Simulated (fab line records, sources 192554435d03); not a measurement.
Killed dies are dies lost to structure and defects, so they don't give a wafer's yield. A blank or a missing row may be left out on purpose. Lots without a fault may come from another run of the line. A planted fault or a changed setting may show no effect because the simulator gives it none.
Chamber matching | flow n5_finfet | N5_MOL_CONTACT_COAG_ALD_27 on ald_sin-03: 4 sister chambers
The step deposits SiOC, target thk 17 nm, pulse time 1.5 s, time 2720 s. 8 wafers are shown with their chamber, then 11 later ones without.

WAFERS WITH THEIR CHAMBER
wafer  | chamber | heater_power_w (W) | precursor_pulse_height_rel
L083.5 | 2       | 868                | 0.967
L084.2 | 3       | 819                | 1.002
L084.4 | 0       | 906                | 0.987
L084.6 | 1       | 934                | 1.021
L086.1 | 3       | 833                | 0.985
L086.2 | 1       | 949                | 0.996
L086.3 | 0       | 918                | 0.981
L086.4 | 2       | 868                | 0.976

WAFERS WITHOUT THEIR CHAMBER
wafer  | heater_power_w (W) | precursor_pulse_height_rel
L086.5 | 911                | 0.968
L086.6 | 952                | 1.006
L092.1 | 907                | 0.973
L092.2 | 784                | 1.018
L092.3 | 817                | 1.015
L092.4 | 888                | 1.033
L092.5 | 914                | 0.978
L092.6 | 914                | 1.014
L097.2 | 780                | 1.004
L097.4 | 925                | 1.027
L097.5 | 909                | 1.022

WHICH CHAMBER EACH WENT THROUGH
wafer  | from the rows above          | in truth
L086.5 | 0                            | 0
L086.6 | 1                            | 1
L092.1 | 0                            | 0
L092.2 | 3                            | 3
L092.3 | 3                            | 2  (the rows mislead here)
L092.4 | can't be placed: 0 or 2 or 1 | 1
L092.5 | 0                            | 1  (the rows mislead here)
L092.6 | can't be placed: 0 or 1      | 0
L097.2 | 3                            | 3
L097.4 | can't be placed: 1 or 0      | 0
L097.5 | can't be placed: 0 or 1      | 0
Placed correctly: 5 of 11. Can't be placed from these rows: 4 (the true chamber is among the candidates in 4). Placed wrongly: 2.
How it was worked out, from the rows above alone: a wafer's distance from a chamber is the root of the sum, over the readings, of the square of ((its reading less the chamber's mean) divided by the reading's scatter). The wafer belongs to the nearest chamber; if the next one is less than 2 further off, it can't be placed. A chamber's mean is the mean of its shown wafers. The scatter: the root of (the sum of the squares of (reading less its chamber's mean) over the shown wafers, divided by (wafers less chambers)).
